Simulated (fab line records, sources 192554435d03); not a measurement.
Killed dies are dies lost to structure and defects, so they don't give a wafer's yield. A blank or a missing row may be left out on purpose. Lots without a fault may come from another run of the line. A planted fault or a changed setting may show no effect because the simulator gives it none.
Split-lot experiment | flow n5_finfet | 7 lots, 21 wafers read, on a route of 1938 steps

THE SPLIT
At N5_BEOL_M15_COAT_22 (resist thk 800 nm), the setting spin_rpm was moved away from the recipe's 1704 rpm on 8 of the 21 wafers read, by -8.0% to +10.2%. The other wafers ran this setting at the recipe's value.

FROM THE SPLIT TO THE READING: what the file shows between them, 6 steps
- N5_BEOL_M15_PEB_26: peb time 90 s (also split here: peb_time_s)
- N5_BEOL_M15_DEVELOP_27: develop time 45 s
- N5_BEOL_M15_HARDBAKE_32: time 120 s
- N5_BEOL_M15_CD_MEAS_28: target cd 407.6 nm
- N5_BEOL_M15_DESCUM_33: chemistry O2, time 7.9 s
- N5_BEOL_M15_ETCH_61: etches BARC in N2/H2, target depth 89 nm, overetch 26.7 nm, time 67.9 s

THE READING
coat_of_BEOL_M15_COAT_22.thk_nm (the simulator's own value, which no gauge read), in nm, at N5_BEOL_M15_TRENCH_ETCH_34 (etches SiO2 in C4F8/O2/Ar, target depth 872.93 nm, time 199 s). The file gives no usual value for it. The 13 wafers here that ran the recipe average 545.8 nm, standard deviation 6.8 nm.

wafer  | tool, chamber at the split | spin_rpm as run, rpm | against the recipe | coat_of_BEOL_M15_COAT_22.thk_nm, nm | against lot-mates on the recipe
L078.1 | litho_track-03, 0          | 1863                 | +9.3%              | 516.8                               | -34.8
L078.4 | litho_track-03, 0          | 1863                 | +9.3%              | 510.4                               | -41.2
L078.5 | litho_track-03, 0          | 1704                 | recipe             | 551.6                               | -
L079.1 | litho_track-01, 0          | 1704                 | recipe             | 540.4                               | -
L079.4 | litho_track-01, 0          | 1767                 | +3.7%              | 540.6                               | +1.6
L079.6 | litho_track-01, 0          | 1704                 | recipe             | 537.6                               | -
L082.2 | litho_track-05, 0          | 1568                 | -8.0%              | 581.2                               | +29.5
L082.5 | litho_track-05, 0          | 1704                 | recipe             | 556.8                               | -
L082.6 | litho_track-05, 0          | 1704                 | recipe             | 546.6                               | -
L084.3 | litho_track-05, 0          | 1704                 | recipe             | 548.2                               | -
L084.4 | litho_track-05, 0          | 1878                 | +10.2%             | 505.8                               | -41.3
L084.5 | litho_track-05, 0          | 1704                 | recipe             | 546                                 | -
L088.3 | litho_track-03, 0          | 1793                 | +5.2%              | 517                                 | -20.8
L088.5 | litho_track-03, 0          | 1704                 | recipe             | 535.4                               | -
L088.6 | litho_track-03, 0          | 1704                 | recipe             | 540.2                               | -
L089.2 | litho_track-05, 0          | 1704                 | recipe             | 551                                 | -
L089.6 | litho_track-05, 0          | 1704                 | recipe             | 551                                 | -
L089.5 | litho_track-05, 0          | 1704                 | recipe             | 537                                 | -
L090.1 | litho_track-05, 0          | 1593                 | -6.5%              | 564.2                               | +10.0
L090.3 | litho_track-05, 0          | 1593                 | -6.5%              | 583.2                               | +29.0
L090.4 | litho_track-05, 0          | 1704                 | recipe             | 554.2                               | -

THE FIT
A straight line over all 21 wafers: coat_of_BEOL_M15_COAT_22.thk_nm changes by -3.93 nm for each +1% of spin_rpm; r = -0.94; the points scatter about the line by 7.3 nm.
The same after taking each lot's own level away (the mean of its wafers on the recipe; 21 wafers): -3.67 nm for each +1%; r = -0.95; scatter 6.1 nm.
On that fit, the largest move of spin_rpm shifts the reading by 37 nm.
The lots' own levels span 537.80 to 554.20 nm, that is 2.4 times the standard deviation above.
So the lot-to-lot level changes the slope little: the two slopes agree.
Check: with one of the wafers moved furthest among these (+10.2%) left out of the fit, the line predicts -36.7 nm for it against its lot-mates. It came out at -41.3 nm against them.

OTHER SPLITS ON THESE WAFERS
These wafers also went through other splits before the reading. Each is held against what the fit with the lots' levels taken away leaves over:
other split on the same wafers | wafers away from the commonest value | r with coat_of_BEOL_M15_COAT_22.thk_nm (lot level and that fit taken away)
N5_BEOL_M13_SPUTTER_43 power_w | 6                                    | -0.51
N5_BEOL_M14_SPUTTER_44 time_s  | 5                                    | +0.15
N5_BEOL_M15_PEB_26 peb_time_s  | 6                                    | +0.22

THE WHOLE CHAIN: every reading that the file lists as answering this split, in the file's order
step                       | what it does                                                            | reading                                                                          | change (the file's fit)              | r (the file's)
N5_BEOL_M15_COAT_22        | resist thk 800 nm                                                       | coat_of_BEOL_M15_COAT_22.thk_nm (the simulator's own value, which no gauge read) | -4.07 nm for each +1% of the setting | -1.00
N5_BEOL_M15_DESCUM_33      | chemistry O2, time 7.9 s                                                | coat_of_BEOL_M15_COAT_22.thk_nm (the simulator's own value, which no gauge read) | -4.05 nm for each +1% of the setting | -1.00
N5_BEOL_M15_ETCH_61        | etches BARC in N2/H2, target depth 89 nm, overetch 26.7 nm, time 67.9 s | coat_of_BEOL_M15_COAT_22.thk_nm (the simulator's own value, which no gauge read) | -3.92 nm for each +1% of the setting | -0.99
N5_BEOL_M15_TRENCH_ETCH_34 | etches SiO2 in C4F8/O2/Ar, target depth 872.93 nm, time 199 s           | coat_of_BEOL_M15_COAT_22.thk_nm (the simulator's own value, which no gauge read) | -3.67 nm for each +1% of the setting | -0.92

THE FILE'S OWN FIT
coat_of_BEOL_M15_COAT_22.thk_nm changes by -3.67 nm for each +1% of spin_rpm, r = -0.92.
